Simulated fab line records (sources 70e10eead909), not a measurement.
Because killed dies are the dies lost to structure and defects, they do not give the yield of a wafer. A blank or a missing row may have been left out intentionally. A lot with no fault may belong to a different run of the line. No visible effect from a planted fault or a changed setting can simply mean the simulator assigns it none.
Chamber matching ; flow nand-harc ; NHARC_A_STAIRCASE_TRIM_187 on rie-diel-08: 4 sister chambers
The step chemistry O2, time 211.2 s. 4 wafers are shown with their chamber, then 10 later ones without.

## WAFERS WITH THEIR CHAMBER
wafer;chamber;showerhead-plenum-p-Torr (Torr)
L085.5;2;3.31
L087.6;3;3.34
L090.1;1;3.51
L090.2;0;3.64

## WAFERS WITH NO CHAMBER GIVEN
wafer;showerhead-plenum-p-Torr (Torr)
L090.6;3.34
L092.1;3.64
L092.3;3.51
L092.5;3.33
L095.1;3.33
L095.4;3.30
L095.5;3.33
L096.2;3.30
L096.4;3.33
L096.6;3.51

## THE CHAMBER EACH PASSED THROUGH
wafer;from the rows above;in truth
L090.6;3;3
L092.1;0;0
L092.3;1;1
L092.5;can't be placed: 3 or 2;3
L095.1;can't be placed: 3 or 2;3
L095.4;2;2
L095.5;can't be placed: 3 or 2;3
L096.2;2;2
L096.4;can't be placed: 3 or 2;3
L096.6;1;1
6 of 10 placed correctly. Cannot be placed on the basis of these rows: 4; the candidates contain the true chamber in 4. Number placed wrongly: 0.
How it was worked out, from the rows above alone: a wafer's distance from a chamber is the root of the sum, over the readings, of the square of ((its reading less the chamber's mean) divided by the reading's scatter). The wafer belongs to the nearest chamber; if the next one is less than 2 further off, it can't be placed. For every chamber, the mean is computed from those of its wafers that are shown. The scatter: with one shown wafer a chamber, the root of the mean of the squares of how far each hidden wafer lies from its nearest shown one.
